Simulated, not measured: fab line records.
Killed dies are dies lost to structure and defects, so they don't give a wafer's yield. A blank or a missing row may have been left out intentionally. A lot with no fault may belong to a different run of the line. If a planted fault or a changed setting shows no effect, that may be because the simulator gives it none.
Code-filled problem report in 8D (eight disciplines) form || flow n5 finfet || the parts of the form that need people (team, actions taken, sign-off) are left out

1. THE PROBLEM
Mean VIA_MOL_THK at N5_MOL_CONTACT_COAG_THK_MEAS_53: 16.7 nm over 3 wafers in 2 lots; fault-free wafers: 43.9 nm, standard deviation 0.56. That puts it -49 standard deviations away from the usual mean.
First seen on wafer L538.2, day 8 02:19, on film metro-02. At this step, 22 wafers from 8 lots have a number in the record. Rule for "out", or "out of limits": more than 4 standard deviations from the usual mean. Any other wafer with a number is counted as sound.

2. WHAT IT IS, WHAT IT ISN'T
{"question": "which readings at this step", "is": "VIA_MOL_THK", "is not": "-"}
{"question": "which lots", "is": "L538, L542", "is not": "L528, L531, L537, L544, L548, L550"}
{"question": "which wafers of those lots", "is": "L538.2, L538.6, L542.2", "is not": "L542.4"}
{"question": "read on which gauges", "is": "film metro-02", "is not": "film metro-01"}
{"question": "when", "is": "from day 8 02:19", "is not": "up to then (9 sound wafers); but 10 sound wafers of L542, L544, L548, L550 came after"}

3. THE SUSPECTS, EACH WITH WHAT RULES IT OUT
Counting: a tool at a process step up to the reading stays a suspect if it ran every lot that is out. Sound lots after the first of them don't rule it out here, since some wafers of a struck lot are sound.
- the gauge at N5_MOL_CONTACT_COAG_THK_MEAS_53: kept. All the wafers that are out were read on film metro-02, and no step on other tools shows them out.
- pecvd-04 at N5_MOL_CONTACT_COAG_PECVD_31 (deposits SiO2 from TEOS/O2, target thk 46 nm, time 8.9 s): kept. Every lot that is out went through it, the first being L538 (day 7 21:55); the last sound lot it ran before that was L537 (day 7 07:50).
Remaining after the count are pecvd-04 at N5_MOL_CONTACT_COAG_PECVD_31 and film metro-02 at N5_MOL_CONTACT_COAG_THK_MEAS_53.

4. THE CAUSE (what the simulator had put in)
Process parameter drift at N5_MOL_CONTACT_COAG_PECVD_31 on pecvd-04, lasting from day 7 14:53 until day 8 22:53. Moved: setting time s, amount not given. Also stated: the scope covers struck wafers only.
Counting left 2 suspects, and this tool is among them.

5. THE CHAIN OF EFFECTS, in route order
Each row: a reading whose mean over the struck wafers that have a number lies more than 3 standard deviations from the usual. Readings are gone through only where the record gives a usual standard deviation; hours: the median, over the lots, of the time from a lot's start at the first step in this table giving one to that lot's start at this step; sigmas: the change measured in usual standard deviations.
{"hours": 0, "step": "N5_MOL_CONTACT_COAG_VIA_ETCH_46", "reading": "oes product au", "usual": "0.72 a.u.", "on struck wafers": 0.44, "change": -0.28, "sigmas": -3.5}
{"hours": 3, "step": "N5_MOL_CONTACT_COAG_THK_MEAS_53", "reading": "VIA_MOL_THK", "usual": "43.9 nm", "on struck wafers": 16.7, "change": -27.2, "sigmas": -49}
Here are the process steps it includes:
- N5_MOL_CONTACT_COAG_VIA_ETCH_46: etches SiO2 in C4F6/O2, target depth 46 nm, overetch 9.2 nm, time 40 s.
Later steps that measure or inspect, where all struck wafers having a row at the step show a number for every such reading and not one has moved that far: N5_BEOL_M4_RC_MEAS_101.

6. WHAT WOULD HAVE CAUGHT IT SOONER
The first out-of-limits reading at a measuring or inspecting step in this record came at day 8 02:19, 11 hours after the fault's start at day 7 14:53.
Among the 2 lots that are out, L542 began N5_MOL_CONTACT_COAG_PECVD_31 on pecvd-04 after day 8 02:19. A hold on the tool at that time would have spared it.
